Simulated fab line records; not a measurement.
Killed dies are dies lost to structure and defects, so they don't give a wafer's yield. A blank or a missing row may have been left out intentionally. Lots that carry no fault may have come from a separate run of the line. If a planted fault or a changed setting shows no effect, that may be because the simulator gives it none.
Matching of chambers	flow nand-harc	NHARC_A_CHANNEL_FILL_D1_ALD_02 on ald-hk-02 has 4 sister chambers
The step deposits SiO2, target thk 6 nm, pulse time 10 s, ald cycles 60. 4 wafers are shown with their chamber, then 11 later ones without.

## WAFERS WITH THEIR CHAMBER
wafer	chamber	heater-power-w (W)
L078.4	2	505
L082.6	3	459
L085.2	0	477
L083.1	1	430

## WAFERS WITHOUT THEIR CHAMBER
wafer	heater-power-w (W)
L083.4	469
L083.5	471
L084.1	426
L084.3	519
L084.6	422
L088.3	526
L088.5	465
L088.6	478
L094.2	523
L094.3	418
L094.4	459

## CHAMBER TAKEN BY EACH
wafer	from the rows above	in truth
L083.4	can't be placed: 0 or 3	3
L083.5	can't be placed: 0 or 3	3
L084.1	1	1
L084.3	2	2
L084.6	1	1
L088.3	2	2
L088.5	can't be placed: 3 or 0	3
L088.6	can't be placed: 0 or 3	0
L094.2	2	2
L094.3	1	1
L094.4	can't be placed: 3 or 0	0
Correctly placed: 6 of 11. Can't be placed from these rows: 5 (the true chamber is among the candidates in 5). 0 placed wrongly.
How it was worked out, from the rows above alone: a wafer's distance from a chamber is the root of the sum, over the readings, of the square of ((its reading less the chamber's mean) divided by the reading's scatter). If the next closest chamber is less than 2 further off than the closest, the wafer can't be placed; otherwise it belongs to the closest. For every chamber, the mean is computed from those of its wafers that are shown. The scatter (one wafer shown for each chamber): square how far every hidden wafer sits from the nearest shown wafer, average those squares and take the square root.
